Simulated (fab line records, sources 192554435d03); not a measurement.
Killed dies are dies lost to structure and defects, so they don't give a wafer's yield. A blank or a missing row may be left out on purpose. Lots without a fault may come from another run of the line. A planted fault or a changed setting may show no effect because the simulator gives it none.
fab line records | flow n5_finfet
record lots=10 wafers=28 last_day=17
route steps=1938 shown BEOL_M6@1240 BEOL_M7@1278 PASSIVATION@1936
lots that met no fault: from a run of the same line without faults
start_h: hours from the record's first day to the start of the lot's first wafer shown | wait_h: hours since the lot's step before | " the same as in the row above | L1.1+2: a row that stands for several wafers | - no value, or no start given | * or withheld: withheld | < > ~ a bound
route shown NAME@n: a module of which the file shows steps, and the number in the route of the first | usual: mean/standard deviation of fault-free wafers | same: alike in all rows | chamber/n: place in a boat | sites: the reading at each site | _std_site: their standard deviation | _edge_site: outer sites' mean less inner sites' | radius_mm: how far each site lies from the wafer's centre | mask NAME#n: copy n | behind: the tool/chamber that last shaped the wafer | hold: why the lot was held/for how many hours/how that ended | device: the transistor (n, p or np) that didn't switch | end of line: the same wafers' tests at the end of the route | a step without rows: its recipe alone | killed: dies lost to structure and defects at the first sort, not the wafer's yield | map: a wafer's dies, x killed, . not, _ none there
set.NAME: the setting as run; set.NAME@STEP: as run at that earlier step | model.NAME: the simulator's own value behind a step, which no gauge read
steps of the route over a sample of lots; a table a step, a row a wafer
services: from which hour (start_h, from the record's first day; less than 0 if before it) a tool's chamber was out of use, for how many hours, and why
## steps
# step N5_BEOL_M6_ETCH_41
# recipe chemistry=CH3F/O2 target=SiCN target_depth_a=297 taper_deg=2 time_s=52 ion_energy_ev=120 mask_material=TiN pressure_mtorr=30 source_w=395 bias_w=75 Ar_flow_sccm=150 CH3F_flow_sccm=30 O2_flow_sccm=20
# usual chamber_pressure_mTorr=29.996/0.029 drypump_motor_current_A=5.5/0.37 oes_product_au=0.79/0.081 rf_vpp_V=297.2/1.7 showerhead_plenum_p_Torr=1.99/0.083 throttle_valve_pct=16.31/0.25
# columns lot.wafer tool chamber start_h wait_h chamber_pressure_mTorr drypump_motor_current_A oes_product_au rf_hours_counter_h rf_vpp_V showerhead_plenum_p_Torr throttle_valve_pct
L496.2 rie_diel-01 3 - - 29.978 5.9 0.70 210 298.5 2.06 16.47
L496.4 " 0 " " 30.022 6.0 0.89 42 296.2 1.95 16.03
L496.5 " 1 " " 29.943 5.2 0.74 - 297.5 1.99 16.42
L498.3 rie_diel-01 1 - - 30.014 5.2 0.74 156 296.0 1.99 16.43
L498.5 " 2 " " 30.010 5.4 0.84 - 297.6 2.03 16.22
L498.6 " 3 " " 29.962 5.9 0.71 - 298.5 2.06 16.49
L499.2 rie_diel-05 3 - - 30.028 5.0 0.70 229 298.6 2.04 16.39
L499.3 " 1 " " 29.977 5.6 0.77 82 297.2 1.95 16.13
L499.4 " 0 " " 29.987 4.8 0.70 205 295.1 1.88 16.42
L504.2 rie_diel-04 0 - - 30.017 6.0 0.87 32 298.2 2.06 16.17
L504.3 " 2 " " 30.011 5.7 0.95 1 298.8 2.07 16.41
L506.2 rie_diel-04 1 - - 30.010 5.6 0.95 13 299.7 2.14 16.15
L506.3 " 0 " " 29.979 6.0 0.86 34 298.7 2.06 16.16
L506.4 " 3 " " 30.025 5.1 0.90 22 298.3 2.04 15.76
L505.2 rie_diel-05 1 - - 30.036 5.6 0.78 92 296.2 1.94 16.15
L505.5 " 1 " " 29.998 5.5 0.77 - 296.9 1.94 16.17
L505.6 " 2 " " 30.019 5.7 0.76 - 294.2 1.84 16.74
L507.1 rie_diel-01 1 - - 29.952 5.2 0.71 180 297.4 1.98 16.47
L507.4 " 0 " " 30.029 6.0 0.86 66 297.3 1.94 16.07
L507.5 " 2 " " 29.988 5.4 0.81 - 297.3 2.02 16.28
L514.2 rie_diel-01 1 - - 29.993 5.2 0.71 194 297.3 1.98 16.50
L514.6 " 0 " " 30.008 6.0 0.83 - 296.5 1.93 16.09
L516.1 rie_diel-05 0 - - 30.038 4.8 0.68 241 296.0 1.87 16.49
L516.5 " 2 " " 29.970 5.7 0.73 - 295.0 1.83 16.82
L516.6 " 0 " " 30.034 4.8 0.68 - 295.8 1.87 16.49
L517.1 rie_diel-04 1 - - 29.985 5.6 0.89 42 300.4 2.14 16.21
L517.2 " 2 " " 30.034 5.7 0.86 36 299.4 2.05 16.49
L517.5 " 3 " " 30.030 5.1 0.83 - 296.5 2.03 15.82
# step N5_BEOL_M6_OCD_MEAS_38
# usual trench_depth_nm=94.0/2.1
# columns lot.wafer tool chamber start_h wait_h trench_depth_nm
L496.2 ocd-02 - 190.90 - 94.3
L496.4 " - " " 95.5
L496.5 " - " " 93.7
L498.3 ocd-02 - 193.10 - 93.4
L498.5 " - " " 97.2
L498.6 " - " " 93.9
L499.2 ocd-01 - 211.34 - 96.8
L499.3 " - " " 89.1
L499.4 " - " " 92.3
L504.2 ocd-02 - 234.38 - 93.4
L504.3 " - " " 92.1
L506.2 ocd-02 - 239.80 - 93.7
L506.3 " - " " 92.0
L506.4 " - " " 96.1
L505.2 ocd-02 - 240.10 - 89.4
L505.5 " - " " 90.4
L505.6 " - " " 94.0
L507.1 ocd-01 - 254.76 - 92.3
L507.4 " - " " 93.1
L507.5 " - " " 94.9
L514.2 ocd-02 - 301.86 - 92.9
L514.6 " - " " 91.8
L516.1 ocd-02 - 310.81 - 94.5
L516.5 " - " " 94.3
L516.6 " - " " 95.4
L517.1 ocd-02 - 323.03 - 93.9
L517.2 " - " " 94.4
L517.5 " - " " 98.7
# step N5_BEOL_M6_SPUTTER_48
# recipe material=Cu target_thk_a=100 temp_c=-20 bias_v=60 power_w=26000 chamber_pressure_pa=0.13 time_s=1.667
# usual throttle_valve_pct=29.8/1.1
# columns lot.wafer tool chamber start_h wait_h throttle_valve_pct
L496.2 pvd_sputter-02 - 192.76 0.4 27.9
L496.4 " - " " 31.0
L496.5 " - " " 28.0
L498.3 pvd_sputter-02 - 194.82 0.2 29.5
L498.5 " - " " 28.1
L498.6 " - " " 29.4
L499.2 pvd_sputter-02 - 213.71 0.2 28.1
L499.3 " - " " 29.6
L499.4 " - " " 31.3
L504.2 pvd_sputter-01 - 235.78 0.1 29.6
L504.3 " - " " 31.4
L506.2 pvd_sputter-02 - 241.00 0.1 29.4
L506.3 " - " " 28.0
L506.4 " - " " 29.7
L505.2 pvd_sputter-02 - 241.28 0.1 28.0
L505.5 " - " " 29.6
L505.6 " - " " 27.9
L507.1 pvd_sputter-01 - 256.33 0.1 29.2
L507.4 " - " " 31.0
L507.5 " - " " 31.6
L514.2 pvd_sputter-03 - 303.47 0.2 28.7
L514.6 " - " " 30.4
L516.1 pvd_sputter-02 - 312.19 0.1 28.1
L516.5 " - " " 31.0
L516.6 " - " " 29.9
L517.1 pvd_sputter-03 - 326.10 1.6 30.4
L517.2 " - " " 29.5
L517.5 " - " " 29.0
# step N5_BEOL_M6_CMP_52
# recipe stop_on=SiCOH_lowk t_overpolish_s=6.9 down_force_psi=1 platen_rpm=50 clearing_platen_down_force_psi=1.5 clearing_platen_rpm=50 post_cmp_clean=cu_alkaline target_thk_nm=80 clearing_platen_pad_velocity_m_s=0.99484 pad_velocity_m_s=0.99484
# usual barrier_field_endpoint_s=28.8/0.82 motor_current_A=6.1/0.69 overpolish_run_s=6.901/0.009 retaining_ring_pressure_frac=1.000/0.0046 time_to_endpoint_s=61/4.1
# columns lot.wafer tool chamber start_h wait_h barrier_field_endpoint_s motor_current_A overpolish_run_s retaining_ring_pressure_frac time_to_endpoint_s
L496.4 cmp-04 2 193.78 0.2 29.4 5.9 6.907 1.003 62
L496.2 " 1 " " 27.4 5.4 6.893 0.994 58
L496.5 " 2 " " 29.2 6.1 6.906 1.001 62
L498.3 cmp-04 0 197.98 0.4 28.0 5.6 6.907 1.001 55
L498.6 " 1 " " 27.9 5.2 6.910 0.993 57
L498.5 " 2 " " 29.7 6.2 6.893 0.992 65
L499.3 cmp-03 2 214.64 0.2 30.0 6.5 6.902 1.004 66
L499.2 " 3 " " 27.5 6.6 6.897 1.002 57
L499.4 " 0 " " 30.0 7.1 6.896 1.007 72
L504.2 cmp-04 0 236.32 0.2 27.7 5.4 6.920 1.001 53
L504.3 " 2 " " 28.9 5.9 6.900 1.001 56
L506.2 cmp-04 2 241.51 0.2 29.1 5.9 6.895 1.002 64
L506.3 " 0 " " 28.1 5.6 6.910 0.997 59
L506.4 " 1 " " 28.9 5.3 6.904 1.001 57
L505.2 cmp-04 3 242.45 0.6 28.7 6.7 6.897 1.000 62
L505.6 " 3 " " 28.9 6.9 6.906 1.002 64
L505.5 " 0 " " 28.8 5.5 6.907 1.002 60
L507.4 cmp-04 3 257.04 0.1 28.6 7.2 6.894 0.989 59
L507.1 " 2 " " 29.3 6.3 6.892 0.998 61
L507.5 " 0 " " 28.8 5.5 6.884 1.003 56
L514.2 cmp-03 0 304.03 0.2 29.9 7.2 6.886 1.007 67
L514.6 " 0 " " 30.5 7.4 6.911 1.003 71
L516.1 cmp-03 3 313.63 0.5 27.2 7.3 6.897 1.000 54
L516.5 " 2 " " 29.9 6.5 6.915 0.999 65
L516.6 " 3 " " 27.8 6.8 6.893 0.999 55
L517.1 cmp-02 3 326.64 0.3 30.0 5.4 6.898 1.003 64
L517.2 " 0 " " 29.3 6.2 6.893 1.000 64
L517.5 " 3 " " 29.2 5.2 6.893 1.003 63
# step N5_BEOL_M6_INSPECT_58
# recipe inspect_instrument=darkfield mode=post_dep
# usual raw_defect_count=73/27
# columns lot.wafer tool chamber start_h wait_h raw_defect_count
L496.2 defect_inspect-02 - 194.23 0.0 105
L496.4 " - " " 62
L496.5 " - " " 71
L498.3 defect_inspect-01 - 198.32 0.0 145
L498.5 " - " " 84
L498.6 " - " " 135
L499.2 defect_inspect-02 - 215.09 0.0 86
L499.3 " - " " 92
L499.4 " - " " 58
L504.2 defect_inspect-02 - 236.74 0.0 80
L504.3 " - " " 52
L506.2 defect_inspect-02 - 241.96 0.0 1169
L506.3 " - " " 1115
L506.4 " - " " 1113
L505.2 defect_inspect-01 - 242.91 0.0 1106
L505.5 " - " " 1118
L505.6 " - " " 1170
L507.1 defect_inspect-01 - 257.49 0.0 1137
L507.4 " - " " 1145
L507.5 " - " " 1136
L514.2 defect_inspect-02 - 304.48 0.0 39
L514.6 " - " " 35
L516.1 defect_inspect-01 - 314.04 0.0 106
L516.5 " - " " 65
L516.6 " - " " 65
L517.1 defect_inspect-01 - 327.06 0.0 40
L517.2 " - " " 40
L517.5 " - " " 47
# step N5_BEOL_M7_INSPECT_13
# recipe mode=adi inspect_instrument=brightfield
# usual raw_defect_count=406/98
# columns lot.wafer tool chamber start_h wait_h raw_defect_count
L496.2 defect_inspect-01 - 196.47 0.0 441
L496.4 " - " " 461
L496.5 " - " " 484
L498.3 defect_inspect-02 - 200.24 0.0 491
L498.5 " - " " 524
L498.6 " - " " 497
L499.2 defect_inspect-01 - 217.24 0.0 335
L499.3 " - " " 359
L499.4 " - " " 273
L504.2 defect_inspect-01 - 239.60 0.0 396
L504.3 " - " " 309
L506.2 defect_inspect-02 - 243.86 0.0 1717
L506.3 " - " " 1436
L506.4 " - " " 1441
L505.2 defect_inspect-02 - 244.37 0.0 1387
L505.5 " - " " 1463
L505.6 " - " " 1415
L507.1 defect_inspect-02 - 259.84 0.0 1421
L507.4 " - " " 1414
L507.5 " - " " 1414
L514.2 defect_inspect-01 - 307.43 0.0 333
L514.6 " - " " 352
L516.1 defect_inspect-01 - 317.66 0.0 570
L516.5 " - " " 352
L516.6 " - " " 577
L517.1 defect_inspect-01 - 328.80 0.0 297
L517.2 " - " " 383
L517.5 " - " " 524
# step N5_PASSIVATION_PROBE_49
# usual defect_limited_yield=91.1/1.6 killed_at_M0_to_M3=35/11 killed_at_M4_up=13/5.4 killed_at_contacts=13/6.5 killed_at_front_end=40/14 killed_at_other=4/3.1 killed_dies=105/18 killed_on_rim=14/4.1 killed_open=69/14 killed_short=34/7.3 sort_bin_5_function=5.2/0.96 sort_bin_6_memory=3.4/0.77 sort_bin_8_speed=0.02/0.13 sort_n_pass=1075/19 sort_yield_pct=91.1/1.6
# same gross_dies=1180 killed_at_back_side=0 sort_bin_4_leakage[%]=0
# columns lot.wafer tool chamber start_h wait_h defect_limited_yield[%] killed_at_M0_to_M3 killed_at_M4_up killed_at_contacts killed_at_front_end killed_at_other killed_dies killed_on_rim killed_open killed_short sort_bin_5_function[%] sort_bin_6_memory[%] sort_bin_8_speed[%] sort_n_pass sort_yield_pct[%]
L505.2 prober-02 - 327.65 0.1 37.7 10 695 7 22 1 735 87 35 17 40.4 18.0 0 445 37.7
L505.5 prober-02 - 327.80 0.2 39.2 15 665 5 30 3 718 90 38 20 40.4 16.1 0 462 39.2
L505.6 prober-02 - 327.85 0.3 37.7 20 679 16 20 0 735 87 42 20 41.6 16.9 0 445 37.7
L506.2 prober-01 - 328.54 0.1 37.4 33 673 8 23 2 739 108 52 23 40.9 16.6 0 441 37.4
L506.3 prober-01 - 328.59 0.1 38.1 27 661 6 25 11 730 93 53 29 42.1 15.7 0 450 38.1
L506.4 prober-01 - 328.64 0.2 38.9 19 658 17 26 1 721 91 56 27 39.9 17.5 0 459 38.9
L507.1 prober-01 - 349.13 0.0 35.2 16 678 10 59 2 765 90 70 25 41.9 17.5 0 415 35.2
L507.4 prober-01 - 349.28 0.2 36.8 26 672 6 37 5 746 87 44 27 40.8 16.3 0.08 434 36.8
L507.5 prober-01 - 349.33 0.2 35.5 25 706 3 26 1 761 85 38 20 42.3 17.0 0 419 35.5
# killed by level:class
L505.2 BEOL_M6:unspecified=683 MOL_CONTACT_COAG:geometric_particle:open=6 STI_FIN_REVEAL:geometric_particle:open=5 FIN_SAQP:geometric_particle:short=3 DUMMY_GATE:geometric_particle:open=3 GATE_CUT:geometric_particle:short=3 BEOL_M6:geometric_particle:open=3 BEOL_M0_SAQP:geometric_particle:open=2
L505.5 BEOL_M6:unspecified=660 FIN_SAQP:geometric_particle:short=6 FIN_SAQP:geometric_particle:open=6 STI_FIN_REVEAL:geometric_particle:open=6 MOL_CONTACT_COAG:geometric_particle:open=5 BEOL_M0_SAQP:geometric_particle:short=5 GATE_CUT:geometric_particle:short=4 BEOL_M3:geometric_particle:open=4
L505.6 BEOL_M6:unspecified=673 MOL_CONTACT_COAG:geometric_particle:open=14 STI_FIN_REVEAL:geometric_particle:open=8 BEOL_M0_SAQP:geometric_particle:short=4 BEOL_M1:geometric_particle:open=4 STI_FIN_REVEAL:geometric_particle:short=3 BEOL_M0_SAQP:geometric_particle:open=3 FIN_SAQP:geometric_particle:short=2
L506.2 BEOL_M6:unspecified=662 BEOL_M0_SAQP:geometric_particle:open=10 BEOL_M3:geometric_particle:open=8 MOL_CONTACT_COAG:geometric_particle:open=6 BEOL_M4:geometric_particle:open=5 FIN_SAQP:geometric_particle:open=4 DUMMY_GATE:geometric_particle:open=4 GATE_CUT:geometric_particle:short=4
L506.3 BEOL_M6:unspecified=647 FIN_SAQP:geometric_particle:open=7 BEOL_M4:geometric_particle:open=7 MOL_CONTACT_COAG:geometric_particle:open=5 BEOL_M0_SAQP:geometric_particle:open=5 BEOL_M2:geometric_particle:open=5 BEOL_M3:geometric_particle:open=5 STI_FIN_REVEAL:geometric_particle:open=4
L506.4 BEOL_M6:unspecified=637 MOL_CONTACT_COAG:geometric_particle:open=13 BEOL_M4:geometric_particle:open=12 BEOL_M3:geometric_particle:open=9 FIN_SAQP:geometric_particle:open=6 BEOL_M4:geometric_particle:short=5 STI_FIN_REVEAL:geometric_particle:open=4 ILD0:geometric_particle:short=4
L507.1 BEOL_M6:unspecified=669 FIN_SAQP:geometric_particle:open=20 STI_FIN_REVEAL:geometric_particle:open=13 FIN_SAQP:geometric_particle:short=7 DUMMY_GATE:geometric_particle:open=7 MOL_CONTACT_COAG:geometric_particle:open=7 BEOL_M0_SAQP:geometric_particle:open=6 GATE_CUT:geometric_particle:short=4
L507.4 BEOL_M6:unspecified=668 BEOL_M2:geometric_particle:open=10 FIN_SAQP:geometric_particle:open=7 FIN_SAQP:geometric_particle:short=7 STI_FIN_REVEAL:geometric_particle:open=7 BEOL_M0_SAQP:geometric_particle:short=6 HKMG_FIN:area_etch=6 MOL_CONTACT_COAG:geometric_particle:open=5
L507.5 BEOL_M6:unspecified=702 FIN_SAQP:geometric_particle:short=6 STI_FIN_REVEAL:geometric_particle:open=6 FIN_SAQP:geometric_particle:open=5 BEOL_M0_SAQP:geometric_particle:open=5 BEOL_M0_SAQP:geometric_particle:short=4 BEOL_M3:geometric_particle:open=4 DUMMY_GATE:geometric_particle:open=3
## services
# columns tool chamber start_h hours kind
cmp-04 - 177.98 8.8 pm
cmp-03 - 192.32 4.0 pm
rie_diel-01 3 195.47 16.5 repair
cmp-03 - 196.32 - consumable_replace:conditioner
cmp-03 - 196.32 - consumable_replace:pad
rie_diel-04 1 196.86 - clean
rie_diel-04 0 199.60 4.3 repair
cmp-03 - 216.22 32.0 repair
cmp-02 - 241.29 2.6 repair
rie_diel-05 0 245.48 11.8 repair
cmp-03 - 248.23 5.1 pm
cmp-04 - 251.09 0.8 repair
rie_diel-01 - 259.93 15.6 pm
rie_diel-05 3 266.21 - clean
rie_diel-05 3 266.21 - consumable_replace:focus_ring
rie_diel-05 3 266.21 19.3 scheduled_down
rie_diel-05 3 266.21 19.3 vent_cycle
cmp-03 - 278.24 1.5 repair
cmp-02 - 278.69 4.0 pm
rie_diel-01 1 286.84 1.3 repair
rie_diel-05 3 295.88 15.1 repair
rie_diel-01 0 311.92 8.4 repair
rie_diel-05 0 314.81 2.2 repair
cmp-03 - 318.26 3.4 pm
## key
first_sign step=N5_BEOL_M6_INSPECT_58 reading=raw_defect_count direction=up sigmas=39 usual=73 struck=1134
effect step=N5_BEOL_M7_INSPECT_13 reading=raw_defect_count direction=up sigmas=11 usual=406 struck=1456
effect step=N5_PASSIVATION_PROBE_49 reading=killed_at_M4_up direction=up sigmas=99+ usual=13 struck=676
more_kills_born_at N5_BEOL_M6_CMP_52@cmp-04=6001
met_at N5_BEOL_M6_CMP_52
struck_lots L505,L506,L507
not_acting_at N5_BEOL_M6_ETCH_41,N5_BEOL_M6_OCD_MEAS_38,N5_BEOL_M6_SPUTTER_48
onset_between 236.32 241.51
fault kind=chamber_particle_source tool=cmp-04 chamber=- onset_h=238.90 steps=N5_BEOL_M6_CMP_52 rate_per_visit_cm2=1.6569 end_h=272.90
